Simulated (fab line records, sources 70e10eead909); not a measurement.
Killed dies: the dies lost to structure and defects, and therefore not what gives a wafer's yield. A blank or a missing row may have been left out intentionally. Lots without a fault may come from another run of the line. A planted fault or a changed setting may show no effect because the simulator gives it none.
Which of the tools did it? ; flow nand_harc ; 23 lots, 69 wafers sampled, at 6 steps of a route of 1302

## WHAT EACH GAUGE READ, for each wafer
No reading from a measuring or inspecting step in the record can be judged against a usual standard deviation.

## TOOL THAT RAN EACH LOT (tool first, then ch and the chambers of the sampled wafers, then the start)
lot;NHARC_A_STAIRCASE_ETCH_23;NHARC_A_STAIRCASE_ETCH_197;NHARC_A_STAIRCASE_DESCUM_219;NHARC_A_STAIRCASE_TRIM_229;NHARC_A_STAIRCASE_TRIM_231;NHARC_A_STAIRCASE_TRIM_235
L075;rie_diel-13 ch 0,2, day 15 23:25 or earlier;rie_diel-13 ch 0,1, day 15 23:25 or earlier;rie_diel-05 ch 2,3, day 15 23:25;rie_diel-05 ch 1,2, day 16 04:17;rie_diel-05 ch 2,3, no start;rie_diel-05 ch 0,2,3, no start
L074;rie_diel-05 ch 0,1,3, day 16 04:02 or earlier;rie_diel-05 ch 1,3, day 16 04:02 or earlier;rie_diel-13 ch 0,2,3, day 16 04:02;rie_diel-13 ch 1,3, day 16 05:16;rie_diel-13 ch 0,1,2, no start;rie_diel-13 ch 0,2,3, no start
L077;rie_diel-08 ch 0,1,2, day 16 23:47 or earlier;rie_diel-13 ch 0,1,3, day 16 23:47 or earlier;rie_diel-05 ch 0,2,3, day 16 23:47;rie_diel-05 ch 0,2,3, day 17 00:53;rie_diel-05 ch 0,1,3, no start;rie_diel-05 ch 0,1,3, no start
L076;rie_diel-13 ch 0,1, day 17 00:04 or earlier;rie_diel-08 ch 1,3, day 17 00:04 or earlier;rie_diel-08 ch 0,1, day 17 00:04;rie_diel-08 ch 0,3, day 17 01:13;rie_diel-08 ch 0,1,3, no start;rie_diel-08 ch 0,3, no start
L079;rie_diel-13 ch 0,3, day 18 05:23 or earlier;rie_diel-08 ch 2,3, day 18 05:23 or earlier;rie_diel-13 ch 1,2, day 18 05:23;rie_diel-08 ch 0,1,3, day 18 06:43;rie_diel-08 ch 1,2,3, no start;rie_diel-08 ch 1,2,3, no start
L081;rie_diel-08 ch 0,2,3, day 18 05:56 or earlier;rie_diel-08 ch 1,2,3, day 18 05:56 or earlier;rie_diel-13 ch 1,2,3, day 18 05:56;rie_diel-13 ch 0,1,3, day 18 07:18;rie_diel-13 ch 1,2,3, no start;rie_diel-13 ch 0,1,3, no start
L080;rie_diel-13 ch 0,1,2, day 18 06:09 or earlier;rie_diel-13 ch 1,2,3, day 18 06:09 or earlier;rie_diel-13 ch 0,1,2, day 18 06:09;rie_diel-08 ch 0,2,3, day 18 07:38;rie_diel-08 ch 1,2,3, no start;rie_diel-08 ch 0,1,2, no start
L082;rie_diel-08 ch 0,1,2, day 19 06:07 or earlier;rie_diel-08 ch 1,2,3, day 19 06:07 or earlier;rie_diel-05 ch 1,2,3, day 19 06:07;rie_diel-05 ch 0,1, day 19 07:13;rie_diel-05 ch 0,1,2, no start;rie_diel-05 ch 0,2, no start
L083;rie_diel-05 ch 0,3, day 19 11:07 or earlier;rie_diel-08 ch 0,1, day 19 11:07 or earlier;rie_diel-08 ch 1,2,3, day 19 11:07;rie_diel-13 ch 2,3, day 19 12:14;rie_diel-13 ch 1,3, no start;rie_diel-13 ch 0,2, no start
L085;rie_diel-05 ch 0,2, day 20 18:58 or earlier;rie_diel-08 ch 1,2,3, day 20 18:58 or earlier;rie_diel-13 ch 0,1, day 20 18:58;rie_diel-05 ch 0,1,2, day 20 20:35;rie_diel-05 ch 0,2,3, no start;rie_diel-05 ch 1,2,3, no start
L084;rie_diel-05 ch 0,2,3, day 21 00:13 or earlier;rie_diel-08 ch 0,1,3, day 21 00:13 or earlier;rie_diel-08 ch 0,2,3, day 21 00:13;rie_diel-13 ch 1,2,3, day 21 01:34;rie_diel-13 ch 0,1,2, no start;rie_diel-13 ch 0,1,2, no start
L086;rie_diel-05 ch 0,1,2, day 21 03:57 or earlier;rie_diel-08 ch 0,1, day 21 03:57 or earlier;rie_diel-13 ch 0,2,3, day 21 03:57;rie_diel-08 ch 0,1,3, day 21 05:04;rie_diel-08 ch 0,3, no start;rie_diel-08 ch 1,3, no start
L087;rie_diel-13 ch 0,3, day 22 00:15 or earlier;rie_diel-05 ch 0,1,3, day 22 00:15 or earlier;rie_diel-05 ch 0,2,3, day 22 00:15;rie_diel-13 ch 1,2,3, day 22 01:23;rie_diel-13 ch 0,3, no start;rie_diel-13 ch 0,1,3, no start
L088;rie_diel-08 ch 1,2,3, day 22 00:32 or earlier;rie_diel-13 ch 0,2,3, day 22 00:32 or earlier;rie_diel-08 ch 0,1,2, day 22 00:32;rie_diel-05 ch 0,2,3, day 22 01:40;rie_diel-05 ch 0,2, no start;rie_diel-05 ch 0,2, no start
L090;rie_diel-05 ch 0,1, day 22 14:22 or earlier;rie_diel-13 ch 0,1,3, day 22 14:22 or earlier;rie_diel-13 ch 1,2,3, day 22 14:22;rie_diel-05 ch 1,2,3, day 22 15:32;rie_diel-05 ch 0,2,3, no start;rie_diel-05 ch 0,1,3, no start
L089;rie_diel-05 ch 0,1,3, day 22 14:03 or earlier;rie_diel-08 ch 0,1,3, day 22 14:03 or earlier;rie_diel-05 ch 0,1,2, day 22 14:03;rie_diel-05 ch 1,2,3, day 22 15:19;rie_diel-05 ch 0,1,3, no start;rie_diel-05 ch 0,1,3, no start
L091;rie_diel-08 ch 0,2,3, day 23 04:05 or earlier;rie_diel-13 ch 0,1,3, day 23 04:05 or earlier;rie_diel-13 ch 0,1,2, day 23 04:05;rie_diel-05 ch 0,1,3, day 23 05:13;rie_diel-05 ch 0,1,3, no start;rie_diel-05 ch 1,2,3, no start
L092;rie_diel-08 ch 1,2,3, day 24 01:11 or earlier;rie_diel-13 ch 0,1,2, day 24 01:11 or earlier;rie_diel-13 ch 1,2,3, day 24 01:11;rie_diel-05 ch 0,2,3, day 24 02:19;rie_diel-05 ch 0,1,3, no start;rie_diel-05 ch 1,2,3, no start
L093;rie_diel-13 ch 0,2, day 24 10:31 or earlier;rie_diel-13 ch 0,1,2, day 24 10:31 or earlier;rie_diel-13 ch 1,3, day 24 10:31;rie_diel-13 ch 0,3, day 24 11:37;rie_diel-13 ch 0,2,3, no start;rie_diel-13 ch 1,2, no start
L095;rie_diel-08 ch 2,3, day 25 00:02 or earlier;rie_diel-05 ch 0,1,2, day 25 00:02 or earlier;rie_diel-13 ch 0,1,2, day 25 00:02;rie_diel-13 ch 0,1, day 25 01:37;rie_diel-13 ch 0,2,3, no start;rie_diel-13 ch 1,2, no start
L094;rie_diel-13 ch 0,2,3, day 25 00:25 or earlier;rie_diel-13 ch 1,2,3, day 25 00:25 or earlier;rie_diel-08 ch 2,3, day 25 00:25;rie_diel-08 ch 2,3, day 25 01:43;rie_diel-08 ch 1,3, no start;rie_diel-08 ch 2,3, no start
L096;rie_diel-05 ch 0,2,3, day 25 06:19 or earlier;rie_diel-13 ch 0,1,2, day 25 06:19 or earlier;rie_diel-13 ch 0,1,3, day 25 06:19;rie_diel-13 ch 0,1,3, day 25 07:26;rie_diel-13 ch 0,2,3, no start;rie_diel-13 ch 1,2,3, no start
L097;rie_diel-08 ch 0,2,3, day 25 21:09 or earlier;rie_diel-13 ch 1,2,3, day 25 21:09 or earlier;rie_diel-13 ch 0,1, day 25 21:09;rie_diel-13 ch 0,2, day 25 22:36;rie_diel-13 ch 0,1,2, no start;rie_diel-13 ch 0,2, no start
- NHARC_A_STAIRCASE_ETCH_23: etches the open film in C4F8/O2, target depth 100 nm, time 40.5 s.
- NHARC_A_STAIRCASE_ETCH_197: etches the open film in C4F8/O2, target depth 100 nm, time 40.5 s.
- NHARC_A_STAIRCASE_DESCUM_219: chemistry O2, time 3 s.
- NHARC_A_STAIRCASE_TRIM_229: chemistry O2, time 211.2 s.
- NHARC_A_STAIRCASE_TRIM_231: chemistry O2, time 211.2 s.
- NHARC_A_STAIRCASE_TRIM_235: chemistry O2, time 211.2 s.

## AS READ BY THE TOOLS THEMSELVES (means over the sampled wafers that have a number; for cases with no such wafer, the mark the record gives instead)
NHARC_A_STAIRCASE_ETCH_23.
lot;tool;oes_product_au (a.u.);rf_vpp_V (V)
L075;rie_diel-13;0.932;899
L074;rie_diel-05;0.955;896
L077;rie_diel-08;0.945;900
L076;rie_diel-13;0.940;894
L079;rie_diel-13;0.966;889
L081;rie_diel-08;0.979;898
L080;rie_diel-13;0.946;900
L082;rie_diel-08;0.961;901
L083;rie_diel-05;0.958;899
L085;rie_diel-05;0.952;897
L084;rie_diel-05;0.955;898
L086;rie_diel-05;0.932;901
L087;rie_diel-13;0.952;888
L088;rie_diel-08;0.951;901
L090;rie_diel-05;0.936;904
L089;rie_diel-05;0.933;901
L091;rie_diel-08;0.930;898
L092;rie_diel-08;0.956;901
L093;rie_diel-13;0.940;893
L095;rie_diel-08;0.947;902
L094;rie_diel-13;0.940;892
L096;rie_diel-05;0.955;897
L097;rie_diel-08;0.950;896

NHARC_A_STAIRCASE_ETCH_197.
lot;tool;oes_product_au (a.u.);rf_vpp_V (V)
L075;rie_diel-13;0.944;895
L074;rie_diel-05;0.944;898
L077;rie_diel-13;0.955;893
L076;rie_diel-08;0.948;900
L079;rie_diel-08;0.949;899
L081;rie_diel-08;0.937;903
L080;rie_diel-13;0.955;899
L082;rie_diel-08;0.954;902
L083;rie_diel-08;0.952;900
L085;rie_diel-08;0.966;902
L084;rie_diel-08;0.928;898
L086;rie_diel-08;0.951;898
L087;rie_diel-05;0.943;902
L088;rie_diel-13;0.948;893
L090;rie_diel-13;0.938;893
L089;rie_diel-08;0.973;898
L091;rie_diel-13;0.974;893
L092;rie_diel-13;0.945;898
L093;rie_diel-13;0.949;898
L095;rie_diel-05;0.936;901
L094;rie_diel-13;0.963;897
L096;rie_diel-13;0.950;898
L097;rie_diel-13;0.950;897

NHARC_A_STAIRCASE_DESCUM_219.
lot;tool;drypump_motor_current_A (A);oes_product_au (a.u.);rf_vpp_V (V);showerhead_plenum_p_Torr (Torr);throttle_valve_pct (%)
L075;rie_diel-05;5.9;1.012;57.2;1.88;11.307
L074;rie_diel-13;5.7;0.995;58.4;1.89;11.309
L077;rie_diel-05;5.8;1.012;57.7;1.85;11.316
L076;rie_diel-08;6.2;1.005;59.0;2.00;11.317
L079;rie_diel-13;6.3;1.016;58.2;2.04;11.314
L081;rie_diel-13;6.1;1.001;56.8;1.96;11.315
L080;rie_diel-13;6.0;1.012;57.5;1.96;11.311
L082;rie_diel-05;6.0;0.994;58.1;1.93;11.314
L083;rie_diel-08;5.8;1.006;58.3;2.01;11.312
L085;rie_diel-13;5.9;1.000;58.1;1.88;11.309
L084;rie_diel-08;5.7;1.006;57.0;1.95;11.308
L086;rie_diel-13;5.8;1.002;57.9;1.87;11.317
L087;rie_diel-05;5.8;1.006;57.5;1.93;11.306
L088;rie_diel-08;6.1;0.996;58.0;1.99;11.308
L090;rie_diel-13;6.1;1.008;58.1;1.95;11.302
L089;rie_diel-05;5.9;1.002;58.2;1.99;11.316
L091;rie_diel-13;6.0;1.004;58.5;1.95;11.306
L092;rie_diel-13;6.1;0.996;57.7;1.94;11.312
L093;rie_diel-13;6.4;1.020;58.8;1.94;11.316
L095;rie_diel-13;6.0;0.992;57.9;1.95;11.308
L094;rie_diel-08;5.4;1.015;57.7;1.95;11.312
L096;rie_diel-13;6.0;1.000;57.9;1.86;11.307
L097;rie_diel-13;5.9;0.983;57.1;1.86;11.307

NHARC_A_STAIRCASE_TRIM_229.
lot;tool;drypump_motor_current_A (A);oes_product_au (a.u.);rf_vpp_V (V);showerhead_plenum_p_Torr (Torr);throttle_valve_pct (%)
L075;rie_diel-05;5.9;1.010;57.1;3.56;17.037
L074;rie_diel-13;6.4;0.997;58.2;3.60;17.036
L077;rie_diel-05;5.8;1.006;57.2;3.41;17.035
L076;rie_diel-08;5.4;1.003;57.4;3.52;17.042
L079;rie_diel-08;5.8;1.005;58.1;3.59;17.026
L081;rie_diel-13;6.0;1.007;57.7;3.46;17.042
L080;rie_diel-08;5.7;1.000;57.9;3.60;17.041
L082;rie_diel-05;6.0;0.998;58.8;3.78;17.028
L083;rie_diel-13;5.8;1.001;57.4;3.61;17.034
L085;rie_diel-05;5.9;0.984;59.5;3.66;17.034
L084;rie_diel-13;6.1;1.001;57.2;3.59;17.036
L086;rie_diel-08;5.8;1.000;57.3;3.58;17.037
L087;rie_diel-13;6.1;1.010;58.2;3.59;17.039
L088;rie_diel-05;5.8;1.010;57.8;3.57;17.027
L090;rie_diel-05;6.0;1.001;58.0;3.55;17.018
L089;rie_diel-05;6.0;0.994;57.1;3.55;17.032
L091;rie_diel-05;5.9;1.001;58.0;3.67;17.046
L092;rie_diel-05;5.8;0.996;57.6;3.56;17.030
L093;rie_diel-13;5.7;0.988;57.4;3.30;17.045
L095;rie_diel-13;6.0;0.997;57.4;3.44;17.042
L094;rie_diel-08;5.5;1.009;57.9;3.60;17.039
L096;rie_diel-13;6.0;1.000;58.2;3.43;17.039
L097;rie_diel-13;5.6;0.981;59.2;3.45;17.030

NHARC_A_STAIRCASE_TRIM_231.
lot;tool;drypump_motor_current_A (A);oes_product_au (a.u.);rf_vpp_V (V);showerhead_plenum_p_Torr (Torr);throttle_valve_pct (%)
L075;rie_diel-05;5.9;1.007;58.3;3.47;17.037
L074;rie_diel-13;6.0;0.998;58.2;3.62;17.042
L077;rie_diel-05;5.9;1.006;58.0;3.52;17.033
L076;rie_diel-08;5.8;1.008;58.0;3.60;17.034
L079;rie_diel-08;5.8;1.000;58.3;3.70;17.042
L081;rie_diel-13;6.1;0.998;58.6;3.60;17.037
L080;rie_diel-08;5.8;0.996;58.6;3.70;17.036
L082;rie_diel-05;5.9;0.998;57.8;3.67;17.044
L083;rie_diel-13;6.4;1.020;57.9;3.58;17.029
L085;rie_diel-05;5.8;0.999;57.7;3.57;17.036
L084;rie_diel-13;6.0;0.999;57.7;3.60;17.034
L086;rie_diel-08;5.7;1.003;57.9;3.47;17.032
L087;rie_diel-13;5.7;0.997;56.5;3.31;17.032
L088;rie_diel-05;5.7;1.006;58.5;3.67;17.030
L090;rie_diel-05;5.8;1.008;57.9;3.56;17.037
L089;rie_diel-05;5.9;0.999;58.5;3.67;17.033
L091;rie_diel-05;5.9;1.000;58.4;3.67;17.029
L092;rie_diel-05;5.9;0.995;57.4;3.67;17.041
L093;rie_diel-13;5.8;0.995;57.4;3.45;17.041
L095;rie_diel-13;5.8;0.989;56.9;3.44;17.044
L094;rie_diel-08;5.9;1.015;58.3;3.66;17.038
L096;rie_diel-13;5.7;0.992;57.0;3.44;17.041
L097;rie_diel-13;6.0;0.993;57.8;3.58;17.035

NHARC_A_STAIRCASE_TRIM_235.
lot;tool;drypump_motor_current_A (A);oes_product_au (a.u.);rf_vpp_V (V);showerhead_plenum_p_Torr (Torr);throttle_valve_pct (%)
L075;rie_diel-05;5.8;1.012;56.9;3.41;17.043
L074;rie_diel-13;5.7;0.994;58.0;3.48;17.027
L077;rie_diel-05;5.9;1.004;58.0;3.52;17.036
L076;rie_diel-08;5.7;1.005;57.2;3.49;17.035
L079;rie_diel-08;5.8;0.998;58.5;3.70;17.042
L081;rie_diel-13;6.0;1.002;58.3;3.46;17.042
L080;rie_diel-08;6.1;1.007;58.2;3.68;17.035
L082;rie_diel-05;5.7;1.007;58.1;3.56;17.034
L083;rie_diel-13;5.7;0.993;57.8;3.62;17.039
L085;rie_diel-05;6.0;0.990;57.8;3.56;17.046
L084;rie_diel-13;6.0;1.012;57.7;3.60;17.043
L086;rie_diel-08;5.6;1.006;58.7;3.60;17.032
L087;rie_diel-13;6.0;1.004;58.6;3.44;17.028
L088;rie_diel-05;5.7;1.001;57.9;3.55;17.028
L090;rie_diel-05;5.9;0.992;58.2;3.67;17.037
L089;rie_diel-05;5.9;1.001;57.8;3.67;17.032
L091;rie_diel-05;6.0;1.005;57.4;3.55;17.034
L092;rie_diel-05;6.0;1.000;56.9;3.55;17.039
L093;rie_diel-13;6.3;1.008;58.6;3.72;17.043
L095;rie_diel-13;6.3;1.010;57.5;3.72;17.034
L094;rie_diel-08;5.5;1.003;57.8;3.60;17.035
L096;rie_diel-13;6.1;1.002;58.3;3.57;17.038
L097;rie_diel-13;5.7;0.982;58.3;3.45;17.032

## THE ANSWER, worked out from the rows above alone
Rule: usual is defined by the lots themselves. Put in order of their means at a reading, lots are off if they are a third of the lots or fewer, leave a main group of 4 or more, and stand apart from it by a gap of 3 or more times the standard deviation of the main group's means; of several such gaps the widest counts. If all means in a main group match to the digits the tables above print for the reading, that group is not used. Also off: a lot with no number at a reading for which 4 or more lots have one. All remaining lots with rows at the step are treated as sound. First the gauges in route order, then the tools' own readings, where a lot's mean is used as printed above. The first step at which some lot is off is used, and at that step the reading that is off furthest; a lot without a number counts as furthest.
No lot is off at any reading shown: from this, nothing can be told.

## WHAT THE SIMULATOR HAD PUT IN
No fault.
